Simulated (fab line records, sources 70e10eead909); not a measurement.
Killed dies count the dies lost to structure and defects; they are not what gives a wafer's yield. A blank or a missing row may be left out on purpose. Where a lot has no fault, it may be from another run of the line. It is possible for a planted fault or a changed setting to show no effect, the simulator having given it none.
fab line records	flow nand_harc
[record] lots = 12	wafers = 36	last_day = 24
route steps=1159 shown A_CONTACT@951 A_BLC@972 END@1159
lots untouched by any fault: they come from a run of this same line in which no faults occurred
start_h: start of the lot's first displayed wafer, in hours after the record's first day	wait_h: hours elapsed since this lot's preceding step	" repeats the value in the row above	L1.1+2: a single row standing in for several wafers	- no value present, or no start provided	* or withheld: withheld	< > ~ a bound
route shown NAME@n: NAME is a module with steps in the file, n the number in the route of the first one	usual: mean and standard deviation over wafers with no fault	same: alike in all rows	chamber/n: place in a boat	sites: each site's reading	_std_site: standard deviation across them	_edge_site: outer sites' mean less inner sites'	radius_mm: how far each site lies from the wafer's centre	mask NAME#n: copy n	behind: tool/chamber where the wafer was last shaped	hold: what put the lot on hold/how long, in hours/how the hold closed	device: the n, p or np transistor that did not switch	end of line: tests of these same wafers at the route's end	where a step has no rows: the recipe by itself	killed: the dies lost at the first sort to structure and to defects; this is not the yield of the wafer	map: dies across one wafer; x = killed, . = not, _ = none there
set.NAME: the run value of the setting; set.NAME@STEP: its run value at that earlier step	model.NAME: the simulator's own value behind a step, which no gauge read
one table for each step of the route and one row for each wafer, over a sample of lots
services: from which hour (start_h, from the record's first day; less than 0 if before it) a tool's chamber was out of use, for how many hours, and why
[[steps]]
[step NHARC_A_CONTACT_CD_MEAS_15]
[usual] cd_nm = 90.0/0.55
lot.wafer	tool	chamber	start_h	wait_h	cd_nm
L844.2	cd_sem-01	-	386.11	-	90.3
L844.3	"	-	"	"	89.6
L844.6	"	-	"	"	89.6
L843.1	cd_sem-03	-	387.90	-	90.1
L843.3	"	-	"	"	90.2
L843.5	"	-	"	"	90.2
L852.3	cd_sem-02	-	431.21	-	89.9
L852.4	"	-	"	"	90.4
L852.6	"	-	"	"	90.1
L851.3	cd_sem-01	-	440.03	-	90.1
L851.4	"	-	"	"	90.0
L851.6	"	-	"	"	90.5
L853.2	cd_sem-02	-	447.65	-	90.5
L853.3	"	-	"	"	90.9
L853.6	"	-	"	"	90.2
L859.1	cd_sem-03	-	474.50	-	89.6
L859.2	"	-	"	"	89.3
L859.4	"	-	"	"	89.5
L860.1	cd_sem-02	-	478.49	-	90.8
L860.3	"	-	"	"	89.9
L860.5	"	-	"	"	90.2
L858.1	cd_sem-03	-	482.19	-	89.5
L858.4	"	-	"	"	89.4
L858.5	"	-	"	"	89.6
L863.1	cd_sem-01	-	495.00	-	89.4
L863.3	"	-	"	"	89.6
L863.5	"	-	"	"	90.3
L866.1	cd_sem-01	-	507.46	-	89.8
L866.2	"	-	"	"	89.8
L866.3	"	-	"	"	89.9
L865.1	cd_sem-01	-	515.20	-	89.7
L865.4	"	-	"	"	90.7
L865.5	"	-	"	"	90.1
L864.2	cd_sem-03	-	519.60	-	90.8
L864.4	"	-	"	"	90.3
L864.5	"	-	"	"	90.6
[step NHARC_A_CONTACT_INSPECT_23]
[usual] raw_defect_count = 449/140
lot.wafer	tool	chamber	start_h	wait_h	raw_defect_count
L844.2	defect_inspect-02	-	392.72	0.1	546
L844.3	"	-	"	"	413
L844.6	"	-	"	"	269
L843.1	defect_inspect-02	-	394.96	0.1	378
L843.3	"	-	"	"	337
L843.5	"	-	"	"	270
L852.3	defect_inspect-02	-	436.63	0.1	448
L852.4	"	-	"	"	656
L852.6	"	-	"	"	518
L851.3	defect_inspect-01	-	442.47	0.1	457
L851.4	"	-	"	"	508
L851.6	"	-	"	"	261
L853.2	defect_inspect-02	-	453.56	0.1	427
L853.3	"	-	"	"	427
L853.6	"	-	"	"	442
L859.1	defect_inspect-01	-	477.68	0.1	603
L859.2	"	-	"	"	390
L859.4	"	-	"	"	471
L860.1	defect_inspect-01	-	480.94	0.1	425
L860.3	"	-	"	"	504
L860.5	"	-	"	"	413
L858.1	defect_inspect-01	-	492.10	0.1	384
L858.4	"	-	"	"	953
L858.5	"	-	"	"	515
L863.1	defect_inspect-01	-	500.07	0.1	410
L863.3	"	-	"	"	569
L863.5	"	-	"	"	362
L866.1	defect_inspect-01	-	510.38	0.1	331
L866.2	"	-	"	"	283
L866.3	"	-	"	"	449
L865.1	defect_inspect-01	-	517.63	0.1	733
L865.4	"	-	"	"	666
L865.5	"	-	"	"	621
L864.2	defect_inspect-01	-	525.87	0.1	506
L864.4	"	-	"	"	576
L864.5	"	-	"	"	798
[step NHARC_A_BLC_PEB_08]
[recipe] peb_temp_c = 100	peb_time_s = 65
[usual] chill_plate_temp_C = 22.98/0.11	heater_power_total_W = 156.5/0.43	plate_temp_C = 99.99/0.14
lot.wafer	tool	chamber	start_h	wait_h	chill_plate_temp_C	heater_power_total_W	plate_temp_C
L844.2	litho_track-04	0	393.15	0.1	22.86	156.3	99.96
L844.3	"	0	"	"	22.90	156.5	99.85
L844.6	"	0	"	"	22.96	156.1	99.72
L843.1	litho_track-01	0	395.27	0.1	22.84	156.4	100.15
L843.3	"	0	"	"	22.91	156.0	99.97
L843.5	"	0	"	"	22.70	157.0	100.22
L852.3	litho_track-01	0	437.05	0.0	22.99	156.8	99.90
L852.4	"	0	"	"	23.11	156.9	99.89
L852.6	"	0	"	"	22.92	156.8	99.92
L851.3	litho_track-04	0	442.90	0.0	22.90	155.1	99.05
L851.4	"	0	"	"	22.98	154.4	99.14
L851.6	"	0	"	"	22.82	154.2	99.23
L853.2	litho_track-04	0	453.99	0.1	22.93	154.9	99.14
L853.3	"	0	"	"	23.08	155.2	99.03
L853.6	"	0	"	"	22.98	154.1	98.98
L859.1	litho_track-06	0	478.11	0.1	22.98	156.5	99.87
L859.2	"	0	"	"	22.94	156.4	100.00
L859.4	"	0	"	"	23.11	156.2	99.86
L860.1	litho_track-01	0	481.37	0.1	22.99	156.9	99.78
L860.3	"	0	"	"	23.01	156.7	99.89
L860.5	"	0	"	"	22.99	157.0	99.91
L858.1	litho_track-06	0	492.52	0.1	23.05	157.0	100.02
L858.4	"	0	"	"	22.97	157.1	99.93
L858.5	"	0	"	"	22.96	156.8	100.02
L863.1	litho_track-06	0	500.37	0.1	23.04	156.6	99.93
L863.3	"	0	"	"	23.14	156.0	100.12
L863.5	"	0	"	"	23.02	157.0	99.97
L866.1	litho_track-01	0	510.81	0.1	22.99	156.8	100.27
L866.2	"	0	"	"	22.92	156.0	100.06
L866.3	"	0	"	"	22.88	156.9	99.95
L865.1	litho_track-01	0	518.06	0.1	23.00	157.1	100.11
L865.4	"	0	"	"	22.89	156.5	99.98
L865.5	"	0	"	"	23.12	156.5	99.87
L864.2	litho_track-01	0	526.30	0.1	22.87	156.7	100.01
L864.4	"	0	"	"	22.88	156.5	100.10
L864.5	"	0	"	"	22.86	156.8	99.93
[step NHARC_A_BLC_CD_MEAS_10]
[recipe] target_cd_nm = 100	landing_energy_ev = 500
[usual] cd_nm = 100.1/0.5
lot.wafer	tool	chamber	start_h	wait_h	cd_nm
L844.2	cd_sem-03	0	393.24	-	101.2
L844.3	"	0	"	"	100.0
L844.6	"	0	"	"	100.0
L843.1	cd_sem-03	0	395.34	-	100.8
L843.3	"	0	"	"	100.5
L843.5	"	0	"	"	100.5
L852.3	cd_sem-01	0	437.14	-	99.8
L852.4	"	0	"	"	99.6
L852.6	"	0	"	"	100.0
L851.3	cd_sem-02	0	442.98	-	97.0
L851.4	"	0	"	"	97.1
L851.6	"	0	"	"	96.7
L853.2	cd_sem-03	0	454.07	-	97.0
L853.3	"	0	"	"	97.2
L853.6	"	0	"	"	96.2
L859.1	cd_sem-03	0	478.19	-	100.4
L859.2	"	0	"	"	99.5
L859.4	"	0	"	"	99.3
L860.1	cd_sem-01	0	481.45	-	98.9
L860.3	"	0	"	"	99.8
L860.5	"	0	"	"	99.5
L858.1	cd_sem-03	0	492.60	-	100.7
L858.4	"	0	"	"	100.5
L858.5	"	0	"	"	99.9
L863.1	cd_sem-03	0	500.45	-	98.9
L863.3	"	0	"	"	98.9
L863.5	"	0	"	"	99.2
L866.1	cd_sem-02	0	510.89	-	100.2
L866.2	"	0	"	"	100.2
L866.3	"	0	"	"	100.2
L865.1	cd_sem-02	0	518.14	-	101.3
L865.4	"	0	"	"	101.7
L865.5	"	0	"	"	100.2
L864.2	cd_sem-03	0	526.38	-	99.7
L864.4	"	0	"	"	100.2
L864.5	"	0	"	"	99.8
[step NHARC_A_BLC_ETCH_16]
[recipe] target_depth_a = 390	over_etch_frac = 0.3	time_s = 65	ion_energy_ev = 80	cf4_flow_sccm = 150	ar_flow_sccm = 0	rf_w = 300	bias_w = 100	chemistry = CF4
[usual] cf4_flow_sccm = 150.0/0.48	drypump_motor_current_A = 5.8/0.59	oes_product_au = 0.998/0.0076	rf_vpp_V = 151.7/1.1	showerhead_plenum_p_Torr = 1.80/0.062	throttle_valve_pct = 13.283/0.0087
lot.wafer	tool	chamber	start_h	wait_h	cf4_flow_sccm	drypump_motor_current_A	oes_product_au	rf_hours_counter_h	rf_vpp_V	showerhead_plenum_p_Torr	throttle_valve_pct
L844.3	rie_diel-10	2	393.51	0.1	150.4	6.3	1.000	3	153.1	1.87	13.276
L844.2	"	0	"	"	149.6	6.5	1.001	3	154.1	1.86	13.285
L844.6	"	2	"	"	150.4	6.2	1.020	-	150.9	1.87	13.274
L843.3	rie_diel-13	1	395.65	0.1	150.1	5.2	0.990	13	153.1	1.86	13.295
L843.1	"	2	"	"	150.7	5.5	0.989	14	152.8	1.82	13.269
L843.5	"	1	"	"	150.3	5.2	0.995	-	152.5	1.86	13.291
L852.3	rie_diel-13	1	437.42	0.1	150.6	5.1	0.985	19	152.6	1.85	13.275
L852.6	"	1	"	"	150.7	5.2	0.989	-	152.8	1.85	13.279
L852.4	"	0	"	"	150.7	6.1	0.984	-	151.9	1.71	13.278
L851.3	rie_diel-13	2	443.27	0.1	150.5	5.5	0.999	21	152.2	1.82	13.284
L851.6	"	1	"	"	150.2	5.1	0.986	-	152.1	1.85	13.286
L851.4	"	0	"	"	150.1	6.1	0.994	-	150.9	1.71	13.294
L853.2	rie_diel-06	2	454.35	0.1	149.7	5.2	1.007	10	152.4	1.73	13.306
L853.3	"	0	"	"	150.1	6.3	0.999	10	150.3	1.72	13.269
L853.6	"	1	"	"	149.0	5.4	0.998	-	153.1	1.85	13.283
L859.2	rie_diel-13	1	478.48	0.1	149.6	5.1	1.002	1	153.9	1.85	13.275
L859.1	"	2	"	"	149.9	5.5	0.998	1	151.3	1.82	13.293
L859.4	"	0	"	"	149.9	6.1	0.998	-	150.8	1.71	13.285
L860.3	rie_diel-13	0	481.74	0.1	150.4	6.1	1.001	2	151.4	1.71	13.270
L860.1	"	1	"	"	149.4	5.1	1.004	2	152.8	1.85	13.290
L860.5	"	2	"	"	150.1	5.5	0.997	-	151.3	1.82	13.278
L858.1	rie_diel-10	0	492.89	0.1	150.6	6.5	0.999	12	153.4	1.86	13.296
L858.4	"	1	"	"	150.5	6.4	1.008	13	150.7	1.72	13.298
L858.5	"	2	"	"	150.3	6.3	0.995	-	152.4	1.87	13.274
L863.3	rie_diel-13	0	500.73	0.1	150.5	6.1	0.992	5	149.9	1.71	13.294
L863.1	"	3	"	"	150.5	5.4	0.985	2	152.6	1.87	13.274
L863.5	"	0	"	"	150.4	6.1	0.999	-	151.1	1.71	13.281
L866.1	rie_diel-10	0	511.16	0.1	148.5	6.5	0.988	14	152.0	1.86	13.280
L866.3	"	2	"	"	150.7	6.3	0.995	15	152.2	1.87	13.276
L866.2	"	3	"	"	150.0	4.9	1.002	16	152.7	1.78	13.295
L865.4	rie_diel-10	1	518.43	0.1	149.6	6.4	1.008	16	149.3	1.72	13.294
L865.1	"	2	"	"	149.9	6.3	0.995	16	152.1	1.86	13.289
L865.5	"	3	"	"	150.4	4.9	0.998	-	151.6	1.78	13.272
L864.2	rie_diel-10	3	526.65	0.1	150.1	4.9	0.996	17	152.9	1.77	13.294
L864.4	"	1	"	"	150.7	6.4	1.002	17	151.0	1.72	13.273
L864.5	"	0	"	"	149.6	6.5	1.002	-	152.3	1.86	13.280
[step NHARC_A_BLC_CD_MEAS_19]
[usual] cd_nm = 99.7/1.5
lot.wafer	tool	chamber	start_h	wait_h	cd_nm
L844.2	cd_sem-03	-	394.39	-	102.4
L844.3	"	-	"	"	100.1
L844.6	"	-	"	"	99.3
L843.1	cd_sem-01	-	396.69	-	99.9
L843.3	"	-	"	"	99.2
L843.5	"	-	"	"	101.5
L852.3	cd_sem-03	-	438.47	-	99.8
L852.4	"	-	"	"	99.9
L852.6	"	-	"	"	98.5
L851.3	cd_sem-01	-	444.32	-	96.1
L851.4	"	-	"	"	96.2
L851.6	"	-	"	"	95.9
L853.2	cd_sem-02	-	455.22	-	96.3
L853.3	"	-	"	"	94.5
L853.6	"	-	"	"	94.4
L859.1	cd_sem-03	-	479.53	-	100.1
L859.2	"	-	"	"	99.3
L859.4	"	-	"	"	99.7
L860.1	cd_sem-02	-	482.79	-	97.6
L860.3	"	-	"	"	99.8
L860.5	"	-	"	"	101.9
L858.1	cd_sem-01	-	493.75	-	102.2
L858.4	"	-	"	"	99.4
L858.5	"	-	"	"	101.1
L863.1	cd_sem-03	-	501.61	-	99.7
L863.3	"	-	"	"	98.3
L863.5	"	-	"	"	96.7
L866.1	cd_sem-02	-	512.06	-	101.3
L866.2	"	-	"	"	100.8
L866.3	"	-	"	"	99.3
L865.1	cd_sem-03	-	519.30	-	100.9
L865.4	"	-	"	"	101.5
L865.5	"	-	"	"	100.7
L864.2	cd_sem-03	-	527.53	-	100.3
L864.4	"	-	"	"	101.0
L864.5	"	-	"	"	99.9
[step NHARC_END_SORT_01]
[recipe] temp_c = 25
[usual] killed_at_array = 28/11	killed_at_other = 0.8/1.3	killed_at_periphery = 3.6/2.5	killed_dies = 32/11	killed_open = 3.0/1.8	killed_short = 2.0/1.5
[same] gross_dies = 677
lot.wafer	tool	chamber	start_h	wait_h	killed_at_array	killed_at_other	killed_at_periphery	killed_dies	killed_open	killed_short
L843.1	prober-01	0	469.61	2.5	30	0	0	30	2	1
L843.3	prober-01	0	471.19	3.1	21	0	3	24	2	2
L843.5	prober-01	0	472.78	3.7	23	0	0	23	3	0
L859.1	prober-01	0	531.18	2.5	35	0	2	37	4	4
L859.2	prober-01	0	531.99	2.8	31	0	5	36	6	0
L859.4	prober-01	0	533.61	3.4	25	0	1	26	3	4
L858.1	prober-01	0	540.05	2.5	35	0	4	39	4	7
L858.4	prober-01	0	542.46	3.4	38	1	6	45	4	2
L858.5	prober-01	0	543.26	3.7	38	1	1	40	2	3
// killed by level:class
L843.1 A_SLIT:chamber_film_flake=16 A_CHANNEL_HOLE_D1:chamber_film_flake=4 A_CHANNEL_FILL_D1:chamber_film_flake=3 A_STAIRCASE:chamber_film_flake=3 A_WL_FILL:geometric_particle:short=1 A_WL_FILL:geometric_particle:open=1 A_BLC:geometric_particle:open=1 A_CONTACT:chamber_film_flake=1
L843.3 A_SLIT:chamber_film_flake=10 A_CONTACT:chamber_film_flake=3 A_CHANNEL_HOLE_D1:chamber_film_flake=2 A_STAIRCASE:chamber_film_flake=2 P_CONTACT:geometric_particle:short=1 P_M1:geometric_particle:open=1 A_SOURCE_PLATE:geometric_particle:short=1 A_WL_FILL:geometric_particle:open=1
L843.5 A_SLIT:chamber_film_flake=9 A_CHANNEL_HOLE_D1:chamber_film_flake=4 A_STAIRCASE:chamber_film_flake=4 A_CONTACT:geometric_particle:open=2 A_CONTACT:chamber_film_flake=2 A_BLC:geometric_particle:open=1 A_CHANNEL_FILL_D1:chamber_film_flake=1
L859.1 A_CHANNEL_HOLE_D1:chamber_film_flake=20 A_STAIRCASE:chamber_film_flake=3 A_CONTACT:geometric_particle:short=2 A_CONTACT:chamber_film_flake=2 A_M1:chamber_film_flake=2 P_GATE:geometric_particle:short=1 P_GATE:geometric_particle:open=1 A_SOURCE_PLATE:geometric_particle:open=1
L859.2 A_CHANNEL_HOLE_D1:chamber_film_flake=12 A_STAIRCASE:chamber_film_flake=5 A_CONTACT:chamber_film_flake=5 A_WL_FILL:geometric_particle:open=4 P_GATE:chamber_film_flake=2 P_M1:chamber_film_flake=2 A_WL_FILL:chamber_film_flake=2 A_ONON_D1:geometric_particle:open=1
L859.4 A_CHANNEL_HOLE_D1:chamber_film_flake=12 A_WL_FILL:geometric_particle:short=2 A_STAIRCASE:chamber_film_flake=2 A_WL_FILL:chamber_film_flake=2 A_CONTACT:chamber_film_flake=2 A_SOURCE_PLATE:geometric_particle:open=1 A_CHANNEL_FILL_D1:geometric_particle:short=1 A_SGD_CUT:geometric_particle:open=1
L858.1 A_SLIT:chamber_film_flake=14 A_CHANNEL_HOLE_D1:chamber_film_flake=5 A_CONTACT:chamber_film_flake=5 A_SGD_CUT:geometric_particle:short=3 A_CONTACT:geometric_particle:open=2 A_CHANNEL_FILL_D1:chamber_film_flake=2 P_CONTACT:geometric_particle:short=1 P_CONTACT:geometric_particle:open=1
L858.4 A_SLIT:chamber_film_flake=16 A_CHANNEL_HOLE_D1:chamber_film_flake=7 A_CHANNEL_FILL_D1:chamber_film_flake=4 A_STAIRCASE:chamber_film_flake=4 A_CONTACT:chamber_film_flake=4 A_CONTACT:geometric_particle:open=2 P_M1:chamber_film_flake=2 P_CONTACT:geometric_particle:short=1
L858.5 A_SLIT:chamber_film_flake=20 A_CHANNEL_HOLE_D1:chamber_film_flake=7 A_CHANNEL_FILL_D1:chamber_film_flake=2 A_STAIRCASE:chamber_film_flake=2 A_CONTACT:chamber_film_flake=2 A_ONON_D1:geometric_particle:open=1 A_CHANNEL_FILL_D1:geometric_particle:short=1 A_SGD_CUT:geometric_particle:short=1
[[services]]
tool	chamber	start_h	hours	kind
rie_diel-13	0	383.02	-	clean
rie_diel-13	1	383.02	-	clean
rie_diel-13	2	383.02	-	clean
rie_diel-13	3	383.02	-	clean
rie_diel-06	1	400.58	29.1	repair
rie_diel-13	0	407.52	-	clean
rie_diel-13	1	407.52	-	clean
rie_diel-13	2	407.52	-	clean
rie_diel-13	3	407.52	-	clean
rie_diel-06	-	418.20	9.0	pm
rie_diel-10	0	427.08	6.7	repair
rie_diel-13	0	432.02	-	clean
rie_diel-13	1	432.02	-	clean
rie_diel-13	2	432.02	-	clean
rie_diel-13	3	432.02	-	clean
litho_track-01	-	443.00	7.0	pm
rie_diel-13	-	453.00	9.0	pm
rie_diel-13	0	453.00	9.0	vent_cycle
rie_diel-10	2	457.66	3.5	repair
rie_diel-06	2	462.53	3.9	repair
litho_track-06	-	467.00	7.0	pm
rie_diel-10	2	480.05	3.0	repair
litho_track-04	-	491.00	7.0	pm
rie_diel-06	3	526.36	8.0	repair
[[key]]
[first_sign] step = NHARC_A_BLC_PEB_08	reading = plate_temp_C	direction = down	sigmas = 6.4	usual = *	struck = *
[effect] step = NHARC_A_BLC_PEB_08	reading = heater_power_total_W	direction = down	sigmas = 4.4	usual = *	struck = *
[effect] step = NHARC_A_BLC_CD_MEAS_10	reading = cd_nm	direction = down	sigmas = 6.6	usual = 100.1	struck = 96.9
[effect] step = NHARC_A_BLC_CD_MEAS_19	reading = cd_nm	direction = down	sigmas = 2.8	usual = 99.7	struck = 95.5
met_at NHARC_A_BLC_PEB_08
struck_lots L851,L853
tester_left_out L851,L853
not_acting_at NHARC_A_CONTACT_CD_MEAS_15,NHARC_A_CONTACT_INSPECT_23,NHARC_A_BLC_ETCH_16
onset_between 393.15 442.90
[fault] kind = process_parameter_drift	tool = litho_track-04	chamber = -	onset_h = 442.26	steps = NHARC_A_BLC_PEB_08	channel = peb_temp_c	offset = *	shape = step	end_h = 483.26	acts_in = *	stated = *
// tester_left_out: of these lots the tester's yield and bins aren't shown, on N5 and GAA mostly nor the transistor test; their killed dies are dies lost to structure and defects alone, not to doping, threshold or leakage, so they don't give the yield
